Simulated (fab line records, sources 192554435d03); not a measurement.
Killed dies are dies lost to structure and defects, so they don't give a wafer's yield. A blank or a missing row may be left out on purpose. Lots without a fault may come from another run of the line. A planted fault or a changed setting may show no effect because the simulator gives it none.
A struck lot beside a sound one | flow n5_finfet | 15 steps out of a route of 1938
Sound: wafers L307.1, L307.3, L307.6. Struck: wafer L310.3. (L310.2, L310.6 of the same lot were not struck and are left out.) The cause comes at the end.
At each step with rows: each side's tool, then ch and its chambers, then its first start. Under that, the readings that differ: sound wafers | struck wafers | difference of the means | sigmas: that difference in standard deviations of wafers without a fault.
alike: readings whose means differ by less than 2 such deviations, and words and numbers that are the same on both sides. not compared: withheld readings, readings that some wafer has no value for, bounds like >300 that may hide the same value, and numbers for which the record gives no deviation and whose values overlap.
The two part at a step that has a row with sigmas, a row that says differs or no value, or rows on one side only. Numbers that don't overlap but have no deviation are shown without sigmas and don't part them. A reading that every wafer of one side lacks parts them only if that side has two wafers or more.

first, 3 steps without rows for these wafers: N5_BEOL_M8_EXPOSE_25 (exposes mask V7, target cd 40 nm); N5_BEOL_M8_PEB_26 (peb time 60 s); N5_BEOL_M8_DEVELOP_27 (develop time 30 s).
N5_BEOL_M8_CD_MEAS_28: target cd 40 nm.
  sound on cd_sem-02 ch 0, day 12 04:35; struck on cd_sem-02 ch 0, day 13 08:59
  alike: cd_nm
N5_BEOL_M8_OVL_MEAS_29:
  sound on overlay-01 ch 0, day 12 04:37; struck on overlay-02 ch 0, day 13 09:01
  reading     | sound         | struck | difference | sigmas
  V7_OVL (nm) | 0.3 -1.1 -0.4 | 1.1    | +1.5       | +2
N5_BEOL_M8_INSPECT_30: inspects for defects (brightfield).
  sound on defect_inspect-02, day 12 04:40; struck on defect_inspect-02, day 13 09:04
  alike: raw_defect_count
N5_BEOL_M8_DESCUM_33: chemistry O2, time 7 s.
  sound on rie_diel-06 ch 0,2,3, day 12 04:50; struck on rie_diel-06 ch 2, day 13 09:06
  alike: drypump_motor_current_A, oes_product_au, rf_vpp_V, showerhead_plenum_p_Torr, throttle_valve_pct
  not compared: rf_hours_counter_h
N5_BEOL_M8_ETCH_72: etches underlayer in N2/H2, target depth 6.5 nm, time 5.2 s.
  sound on rie_diel-06 ch 0,2,3, day 12 04:52; struck on rie_diel-06 ch 2, day 13 09:08
  reading      | sound             | struck | difference | sigmas
  rf_vpp_V (V) | 521.6 521.1 525.8 | 530.2  | +7.4       | +3
  alike: bias_w, drypump_motor_current_A, etch_rf_on_time_s, oes_product_au, showerhead_plenum_p_Torr, throttle_valve_pct
  not compared: rf_hours_counter_h
N5_BEOL_M8_ETCH_65: etches SiARC in CF4, target depth 15.6 nm, time 26 s.
  sound on rie_diel-06 ch 0,2,3, day 12 04:53; struck on rie_diel-06 ch 2, day 13 09:09
  alike: bias_w, drypump_motor_current_A, etch_rf_on_time_s, oes_product_au, rf_vpp_V, showerhead_plenum_p_Torr, throttle_valve_pct
  not compared: rf_hours_counter_h
N5_BEOL_M8_ETCH_66: etches SOC in N2/H2, target depth 80 nm, overetch 16 nm, time 120 s.
  sound on rie_diel-06 ch 0,2,3, day 12 04:55; struck on rie_diel-06 ch 2, day 13 09:11
  alike: bias_w, drypump_motor_current_A, oes_product_au, rf_vpp_V, showerhead_plenum_p_Torr, throttle_valve_pct
  not compared: rf_hours_counter_h
then, 2 steps without rows for these wafers: N5_BEOL_M8_STRIP_69 (strips in N2/H2); N5_BEOL_M8_STRIP_73 (strips in N2/H2).
N5_BEOL_M8_VIA_ETCH_34: etches SiCOH lowk in C4F6/O2, target depth 125.5 nm, time 50.5 s.
  sound on rie_diel-06 ch 0,2,3, day 12 05:01; struck on rie_diel-06 ch 2, day 13 09:17
  reading      | sound             | struck | difference | sigmas
  bias_w (W)   | 185.6 184.3 185.7 | 191.7  | +6.5       | +12
  rf_vpp_V (V) | 669 649 676       | 694    | +29        | +2
  alike: C4F6_flow_sccm, drypump_motor_current_A, oes_product_au, showerhead_plenum_p_Torr, throttle_valve_pct
  not compared: rf_hours_counter_h
then, 1 step without rows for these wafers: N5_BEOL_M8_STRIP_76 (strips in C4F6/O2).
-- the record jumps here: 3 days lie between the struck wafers' starts before and after (it left off in module BEOL_M8 and takes up again in module PASSIVATION, whose first step shown is number 1936 of the route) --
N5_PASSIVATION_PROBE_49:
  the record has rows for the struck wafers here (prober-02, day 16 09:04) and none for the sound ones

WHERE THEY PART
First at N5_BEOL_M8_OVL_MEAS_29; last, within this record, at N5_PASSIVATION_PROBE_49.

WHY: what the simulator had put in
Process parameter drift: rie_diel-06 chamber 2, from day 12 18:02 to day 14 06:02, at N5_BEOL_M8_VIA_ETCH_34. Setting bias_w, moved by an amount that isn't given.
